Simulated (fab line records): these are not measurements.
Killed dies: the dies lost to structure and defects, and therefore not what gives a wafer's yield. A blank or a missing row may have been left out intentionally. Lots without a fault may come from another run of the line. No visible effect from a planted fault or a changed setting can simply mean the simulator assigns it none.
Chamber matching ; flow n5-finfet ; N5_BEOL_M12_ILD_DEP_00 on pecvd-01 has 3 sister chambers
The step deposits SiOC from DEMS/O2, target thk 658.92 nm, time 130.7 s. 6 wafers are shown with their chamber, then 9 later ones without.

== WAFERS PAIRED WITH THEIR CHAMBERS ==
wafer;chamber;throttle-valve-pct (%);heater-power-w (W)
L084.1;0;11.6;458
L084.2;2;11.3;560
L084.4;1;12.0;420
L089.2;1;12.0;508
L089.3;2;11.3;512
L089.6;0;11.5;462

== WAFERS WHOSE CHAMBER IS MISSING ==
wafer;throttle-valve-pct (%);heater-power-w (W)
L091.1;11.4;483
L091.4;11.3;529
L091.5;11.9;515
L093.1;11.9;492
L093.3;12.0;524
L093.4;11.7;436
L097.3;12.1;430
L097.4;11.7;461
L097.6;11.5;476

== CHAMBER TAKEN BY EACH ==
wafer;from the rows above;in truth
L091.1;can't be placed: 2 or 0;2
L091.4;2;2
L091.5;1;1
L093.1;1;1
L093.3;1;1
L093.4;0;0
L097.3;1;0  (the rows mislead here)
L097.4;0;0
L097.6;0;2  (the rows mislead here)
Correct placement for 6 of the 9. These rows do not allow placing 1 (true chamber among the candidates in 1). Placed wrongly: 2.
How it was worked out, from the rows above alone: a wafer's distance from a chamber is the root of the sum, over the readings, of the square of ((its reading less the chamber's mean) divided by the reading's scatter). The wafer belongs to the nearest chamber; if the next one is less than 2 further off, it can't be placed. A chamber's mean is the mean of its shown wafers. The scatter: take each reading less its chamber's mean, square it, sum over the shown wafers, divide by the number of wafers less the number of chambers, and take the root.
